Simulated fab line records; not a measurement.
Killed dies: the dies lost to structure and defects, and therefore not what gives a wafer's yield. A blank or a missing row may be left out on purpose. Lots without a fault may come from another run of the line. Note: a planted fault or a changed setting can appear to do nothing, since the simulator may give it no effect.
Matching of chambers || flow nand-harc || 4 sister chambers for NHARC_A_ZERO_WELL_DESCUM_12 on rie-diel-12
The step chemistry O2, time 3 s. 4 wafers are shown with their chamber, then 7 later ones without.

EACH WAFER AND ITS CHAMBER
{"wafer": "L082.1", "chamber": 2, "oes-product-au (a.u.)": 0.993}
{"wafer": "L082.2", "chamber": 1, "oes-product-au (a.u.)": 1.006}
{"wafer": "L082.4", "chamber": 0, "oes-product-au (a.u.)": 1.027}
{"wafer": "L082.5", "chamber": 3, "oes-product-au (a.u.)": 0.989}

WAFERS WITH NO CHAMBER GIVEN
{"wafer": "L082.6", "oes-product-au (a.u.)": 1.004}
{"wafer": "L083.1", "oes-product-au (a.u.)": 1.030}
{"wafer": "L083.5", "oes-product-au (a.u.)": 1.004}
{"wafer": "L083.6", "oes-product-au (a.u.)": 0.998}
{"wafer": "L091.1", "oes-product-au (a.u.)": 1.000}
{"wafer": "L091.3", "oes-product-au (a.u.)": 1.004}
{"wafer": "L091.6", "oes-product-au (a.u.)": 1.025}

CHAMBER TAKEN BY EACH
{"wafer": "L082.6", "from the rows above": 1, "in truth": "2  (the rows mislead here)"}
{"wafer": "L083.1", "from the rows above": 0, "in truth": 0}
{"wafer": "L083.5", "from the rows above": 1, "in truth": 1}
{"wafer": "L083.6", "from the rows above": "can't be placed: 2 or 1 or 3", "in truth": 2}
{"wafer": "L091.1", "from the rows above": "can't be placed: 1 or 2 or 3", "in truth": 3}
{"wafer": "L091.3", "from the rows above": 1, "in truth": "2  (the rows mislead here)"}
{"wafer": "L091.6", "from the rows above": 0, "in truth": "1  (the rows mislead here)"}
Placed correctly: 2 of 7. These rows do not allow placing 2 (true chamber among the candidates in 2). Number placed wrongly: 3.
How it was worked out, from the rows above alone: a wafer's distance from a chamber is the root of the sum, over the readings, of the square of ((its reading less the chamber's mean) divided by the reading's scatter). The wafer belongs to the nearest chamber; if the next one is less than 2 further off, it can't be placed. A chamber's mean is the mean of its shown wafers. The scatter: with one shown wafer a chamber, the root of the mean of the squares of how far each hidden wafer lies from its nearest shown one.
